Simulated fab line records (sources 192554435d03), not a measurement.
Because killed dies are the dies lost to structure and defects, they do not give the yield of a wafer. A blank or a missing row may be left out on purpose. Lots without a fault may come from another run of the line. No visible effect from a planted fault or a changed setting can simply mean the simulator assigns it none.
Split-lot trial -- flow n5Finfet -- on a route of 1938 steps: 7 lots, 39 wafers read

== THE SPLIT ITSELF ==
At N5_MOL_CONTACT_COAG_ETCH_124 (etches SiNx in CH3F/O2, stops on SiOC, target depth 6.5 nm), the setting biasW was moved away from the recipe's 73 W on 18 of the 39 wafers read, by -13.2% to +17.7%. The other wafers ran this setting at the recipe's value.

The reading comes from the split's own step.

== THE READING ==
rfVppV, in V, at N5_MOL_CONTACT_COAG_ETCH_124 (etches SiNx in CH3F/O2, stops on SiOC, target depth 6.5 nm). Fault-free wafers of this fab line usually give 298 V, standard deviation 9.9 V.

wafer,"tool, chamber at the split","biasW as run, W",against the recipe,"rfVppV, V",against lot-mates on the recipe
L076.1,"rieDiel-02, 2",82.43,+12.9%,317,+16
L076.2,"rieDiel-02, 0",82.43,+12.9%,344,+43
L076.3,"rieDiel-02, 3",73,recipe,300,-
L076.4,"rieDiel-02, 1",73,recipe,304,-
L076.5,"rieDiel-02, 3",73,recipe,300,-
L076.6,"rieDiel-02, 2",82.43,+12.9%,319,+18
L083.1,"rieDiel-04, 2",73,recipe,282,-
L083.2,"rieDiel-04, 0",73,recipe,297,-
L083.3,"rieDiel-04, 3",81.34,+11.4%,325,+38
L083.4,"rieDiel-04, 1",81.34,+11.4%,335,+48
L083.5,"rieDiel-04, 1",81.34,+11.4%,335,+48
L083.6,"rieDiel-04, 2",73,recipe,281,-
L085.3,"rieDiel-04, 0",73,recipe,298,-
L085.5,"rieDiel-04, 0",73,recipe,296,-
L085.6,"rieDiel-04, 1",73,recipe,306,-
L087.1,"rieDiel-02, 0",73,recipe,311,-
L087.2,"rieDiel-02, 1",79,+8.2%,325,+25
L087.3,"rieDiel-02, 2",79,+8.2%,308,+8
L087.4,"rieDiel-02, 3",73,recipe,300,-
L087.5,"rieDiel-02, 2",73,recipe,290,-
L087.6,"rieDiel-02, 3",79,+8.2%,319,+19
L088.1,"rieDiel-01, 0",67.8,-7.1%,266,-27
L088.2,"rieDiel-01, 3",73,recipe,309,-
L088.3,"rieDiel-01, 2",73,recipe,290,-
L088.4,"rieDiel-01, 1",67.8,-7.1%,288,-5
L088.5,"rieDiel-01, 0",73,recipe,281,-
L088.6,"rieDiel-01, 1",67.8,-7.1%,286,-7
L091.1,"rieDiel-01, 3",85.95,+17.7%,354,+63
L091.2,"rieDiel-01, 0",73,recipe,280,-
L091.3,"rieDiel-01, 2",73,recipe,291,-
L091.4,"rieDiel-01, 1",73,recipe,303,-
L091.5,"rieDiel-01, 3",85.95,+17.7%,354,+63
L091.6,"rieDiel-01, 2",85.95,+17.7%,331,+40
L097.1,"rieDiel-02, 0",63.4,-13.2%,278,-19
L097.2,"rieDiel-02, 3",73,recipe,301,-
L097.3,"rieDiel-02, 1",73,recipe,303,-
L097.4,"rieDiel-02, 2",73,recipe,288,-
L097.5,"rieDiel-02, 3",63.4,-13.2%,268,-29
L097.6,"rieDiel-02, 0",63.4,-13.2%,279,-18

THE FIT
A straight line over all 39 wafers: rfVppV changes by +2.44 V for each +1% of biasW; r = +0.89; the points scatter about the line by 10 V.
The same after taking each lot's own level away (the mean of its wafers on the recipe; 39 wafers): +2.52 V for each +1%; r = +0.89; scatter 11 V.
On that fit, the largest move of biasW shifts the reading by 45 V.
Measured against the standard deviation above, the lots' own levels, which go from 286.7 to 301.3 V, span 1.5 times it.
The two slopes are in agreement: the lot-to-lot level therefore moves the slope only a little.
Check: for one of the wafers moved furthest among these (+17.7%), held out of the fit, the line's prediction against its lot-mates is +44.9 V. Against them it came out at +62.7 V.
Tool readings at the split's step, against how far the setting was moved: rfVppV r = +0.89.

== OTHER SPLITS APPLIED TO THESE WAFERS ==
Note: prior to the reading, these wafers also went through further splits. Each is held against what the fit with the lots' levels taken away leaves over:
other split on the same wafers,wafers away from the commonest value,r with rfVppV (lot level and that fit taken away)
N5_DUMMY_GATE_EXPOSE_12 doseMj,15,-0.05
N5_SD_EPI_P_EPI_21 timeS,12,-0.30

== THE FILE'S OWN FIT ==
rfVppV changes by +2.61 V for each +1% of biasW, r = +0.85.
